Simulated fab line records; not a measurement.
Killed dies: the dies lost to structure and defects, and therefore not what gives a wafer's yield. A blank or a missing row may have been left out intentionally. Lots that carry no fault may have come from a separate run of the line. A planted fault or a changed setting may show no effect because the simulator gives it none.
Matching of chambers / flow nandHarc / 4 sister chambers for NHARC_A_WL_FILL_ALD_10 on aldHk-03
The step deposits SiO2, target thk 50 nm, pulse time 10 s, ald cycles 500. 18 wafers are shown with their chamber, then 9 later ones without.

== EACH WAFER AND ITS CHAMBER ==
wafer=L075.1; chamber=1; heaterPowerW (W)=557; precursorPulseHeightRel=1.008
wafer=L075.3; chamber=0; heaterPowerW (W)=447; precursorPulseHeightRel=0.970
wafer=L075.6; chamber=0; heaterPowerW (W)=452; precursorPulseHeightRel=1.014
wafer=L078.2; chamber=2; heaterPowerW (W)=441; precursorPulseHeightRel=0.970
wafer=L078.3; chamber=1; heaterPowerW (W)=549; precursorPulseHeightRel=1.025
wafer=L078.5; chamber=0; heaterPowerW (W)=448; precursorPulseHeightRel=0.995
wafer=L079.3; chamber=2; heaterPowerW (W)=450; precursorPulseHeightRel=0.997
wafer=L079.4; chamber=3; heaterPowerW (W)=531; precursorPulseHeightRel=1.018
wafer=L079.5; chamber=1; heaterPowerW (W)=540; precursorPulseHeightRel=1.005
wafer=L081.1; chamber=2; heaterPowerW (W)=437; precursorPulseHeightRel=0.992
wafer=L081.5; chamber=3; heaterPowerW (W)=522; precursorPulseHeightRel=0.999
wafer=L081.6; chamber=0; heaterPowerW (W)=440; precursorPulseHeightRel=1.022
wafer=L082.2; chamber=2; heaterPowerW (W)=441; precursorPulseHeightRel=0.989
wafer=L082.4; chamber=1; heaterPowerW (W)=532; precursorPulseHeightRel=1.013
wafer=L082.6; chamber=0; heaterPowerW (W)=461; precursorPulseHeightRel=1.013
wafer=L084.1; chamber=3; heaterPowerW (W)=509; precursorPulseHeightRel=0.999
wafer=L084.2; chamber=0; heaterPowerW (W)=451; precursorPulseHeightRel=0.992
wafer=L084.3; chamber=2; heaterPowerW (W)=438; precursorPulseHeightRel=1.023

SIGNATURES, as means of the wafers listed above
reading=heaterPowerW; chamber 0=449.83; chamber 1=544.50; chamber 2=441.40; chamber 3=520.67; scatter within a chamber=8.2
reading=precursorPulseHeightRel; chamber 0=1.00100; chamber 1=1.01275; chamber 2=0.99420; chamber 3=1.00533; scatter within a chamber=0.0164
Rule: a wafer's distance from a chamber is the root of the sum, over the readings, of the square of ((its reading less the chamber's mean) divided by the reading's scatter). If the next closest chamber is less than 2 further off than the closest, the wafer can't be placed; otherwise it belongs to the closest. How the scatter is found: for the shown wafers, subtract from each reading the mean of its chamber, square and add these, divide the total by (wafers less chambers), then take the root.

== WAFERS WHOSE CHAMBER IS MISSING ==
wafer=L088.1; heaterPowerW (W)=539; precursorPulseHeightRel=1.009
wafer=L088.3; heaterPowerW (W)=531; precursorPulseHeightRel=0.988
wafer=L088.5; heaterPowerW (W)=535; precursorPulseHeightRel=1.019
wafer=L090.3; heaterPowerW (W)=557; precursorPulseHeightRel=0.997
wafer=L090.1; heaterPowerW (W)=519; precursorPulseHeightRel=0.967
wafer=L090.4; heaterPowerW (W)=454; precursorPulseHeightRel=1.009
wafer=L096.3; heaterPowerW (W)=549; precursorPulseHeightRel=1.011
wafer=L096.4; heaterPowerW (W)=517; precursorPulseHeightRel=0.999
wafer=L096.6; heaterPowerW (W)=446; precursorPulseHeightRel=1.001

== EACH ONE'S CHAMBER ==
wafer=L088.1; from the rows above=can't be placed: 1 or 3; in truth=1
wafer=L088.3; from the rows above=can't be placed: 3 or 1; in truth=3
wafer=L088.5; from the rows above=can't be placed: 1 or 3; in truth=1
wafer=L090.3; from the rows above=1; in truth=1
wafer=L090.1; from the rows above=can't be placed: 3 or 1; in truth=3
wafer=L090.4; from the rows above=can't be placed: 0 or 2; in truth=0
wafer=L096.3; from the rows above=1; in truth=1
wafer=L096.4; from the rows above=3; in truth=3
wafer=L096.6; from the rows above=can't be placed: 0 or 2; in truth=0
Correct placement for 3 of the 9. These rows do not allow placing 6 (true chamber among the candidates in 6). 0 placed wrongly.
